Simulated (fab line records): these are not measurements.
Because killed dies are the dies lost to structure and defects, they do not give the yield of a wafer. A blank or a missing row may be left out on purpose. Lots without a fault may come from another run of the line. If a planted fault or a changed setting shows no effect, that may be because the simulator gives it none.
One fault through the eyes of 3 desks || flow n5_finfet || what lay behind the numbers comes last; until then each desk has only its own

## FROM THE METROLOGY DESK
Means of the sampled wafers that have a number, per lot and without regard to the tool the lot ran on: this is what the gauges read. If a lot's mean is further than 4 standard deviations from the usual mean, the lot is out of limits and carries the mark OUT (the distance appears in the brackets). It has 12 readings; the 7 that lie furthest out on some lot are the ones shown.
Columns: A = V1_OVL at N5_BEOL_M2_OVL_MEAS_29, usual -0.1 nm; B = DIBL_N at N5_BEOL_M4_RC_MEAS_101, usual 36.0 mV/V; C = IOFF_N at N5_BEOL_M4_RC_MEAS_101, usual 0.152 nA/um; D = ION_N at N5_BEOL_M4_RC_MEAS_101, usual 670 uA/um; E = SS_N at N5_BEOL_M4_RC_MEAS_101, usual 71.5 mV/dec; F = SS_P at N5_BEOL_M4_RC_MEAS_101, usual 73.2 mV/dec; G = VT_N at N5_BEOL_M4_RC_MEAS_101, usual 251 mV
{"lot": "L408", "first seen here": "day 6 15:24", "A": -0.3, "B": 36.3, "C": 0.144, "D": 670, "E": 71.5, "F": 72.6, "G": 253}
{"lot": "L410", "first seen here": "day 7 18:35", "A": -1.8, "B": 36.1, "C": 0.179, "D": 682, "E": 71.6, "F": 73.8, "G": 246}
{"lot": "L415", "first seen here": "day 8 17:07", "A": -0.5, "B": 35.8, "C": 0.136, "D": 673, "E": 71.8, "F": 72.7, "G": 252}
{"lot": "L418", "first seen here": "day 9 11:55", "A": 0.5, "B": 36.0, "C": 0.134, "D": 664, "E": 71.2, "F": 73.2, "G": 254}
{"lot": "L421", "first seen here": "day 11 02:10", "A": -0.2, "B": 34.4, "C": 0.162, "D": 678, "E": 70.9, "F": 72.7, "G": 248}
{"lot": "L423", "first seen here": "day 11 06:10", "A": -1.1, "B": 35.7, "C": 0.161, "D": 679, "E": 71.4, "F": 73.0, "G": 248}
This desk's finding: nothing out of limits on any of the 6 lots.

## DESK OF THE TOOL OWNER: rie_diel-05
The tool's own readings at N5_BEOL_M2_VIA_ETCH_34 (etches the open film in C4F6/O2, target depth 69.4 nm, time 65.9 s): means of the sampled wafers that have a number, for each lot that ran on this tool. If a lot's mean is further than 4 standard deviations from the usual mean, the lot is out of limits and carries the mark OUT (the distance appears in the brackets).
Columns: A = bias_w at N5_BEOL_M2_VIA_ETCH_34, usual 170.1 W; B = drypump_motor_current_A at N5_BEOL_M2_VIA_ETCH_34, usual 5.7 A; C = oes_product_au at N5_BEOL_M2_VIA_ETCH_34, usual 0.77 a.u.; D = rf_fwd_power_W at N5_BEOL_M2_VIA_ETCH_34, usual 347.3 W; E = rf_vpp_V at N5_BEOL_M2_VIA_ETCH_34, usual 660 V; F = showerhead_plenum_p_Torr at N5_BEOL_M2_VIA_ETCH_34, usual 2.85 Torr; G = throttle_valve_pct at N5_BEOL_M2_VIA_ETCH_34, usual 30.73 %
{"lot": "L418", "first seen here": "day 10 08:32", "A": 169.6, "B": 5.8, "C": 0.79, "D": 347.0, "E": 659, "F": 2.85, "G": 30.80}
{"lot": "L421", "first seen here": "day 11 03:52", "A": 170.2, "B": 5.6, "C": 0.74, "D": "319.1 (-20) OUT", "E": 689, "F": 2.83, "G": 30.80}
{"lot": "L423", "first seen here": "day 11 12:08", "A": 170.3, "B": 5.7, "C": 0.72, "D": "319.1 (-20) OUT", "E": 693, "F": 2.83, "G": 30.79}
Finding of this desk: L421, L423 out of limits; the first was L421 at day 11 03:52, on rf_fwd_power_W at N5_BEOL_M2_VIA_ETCH_34. Within limits: L418.

## THE DEFECT DESK
Inspection counts along the route, by lot: the mean over sampled wafers that carry a number. If a lot's mean is further than 4 standard deviations from the usual mean, the lot is out of limits and carries the mark OUT (the distance appears in the brackets).
Columns: A = raw_defect_count at N5_BEOL_M2_INSPECT_30, usual 459
{"lot": "L408", "first seen here": "day 6 15:29", "A": 411}
{"lot": "L410", "first seen here": "day 7 18:40", "A": 442}
{"lot": "L415", "first seen here": "day 8 17:13", "A": 410}
{"lot": "L418", "first seen here": "day 9 12:00", "A": 525}
{"lot": "L421", "first seen here": "day 11 02:15", "A": 517}
{"lot": "L423", "first seen here": "day 11 06:16", "A": 507}
This desk's finding: nothing out of limits on any of the 6 lots.

## ALL TOGETHER
At day 11 03:52, on L421, L423, the tool owner's desk was in a position to raise an alarm.
At the metrology desk, nothing out of limits was observed.
Nothing out of limits was seen by the defect desk.
The metrology desk has L421, L423 on record, within its limits.
The defect desk has L421, L423 on record, within its limits.
The lots listed all ran N5_BEOL_M2_VIA_ETCH_34 on rie_diel-05.

## WHAT HAD BEEN PUT IN BY THE SIMULATOR
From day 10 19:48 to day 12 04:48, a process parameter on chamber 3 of rie_diel-05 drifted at N5_BEOL_M2_VIA_ETCH_34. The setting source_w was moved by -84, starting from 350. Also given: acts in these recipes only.
Struck lots among those shown: L421, L423.
How many hours passed from the start of the fault until each desk's first out-of-limits reading: the tool owner's desk, 8.
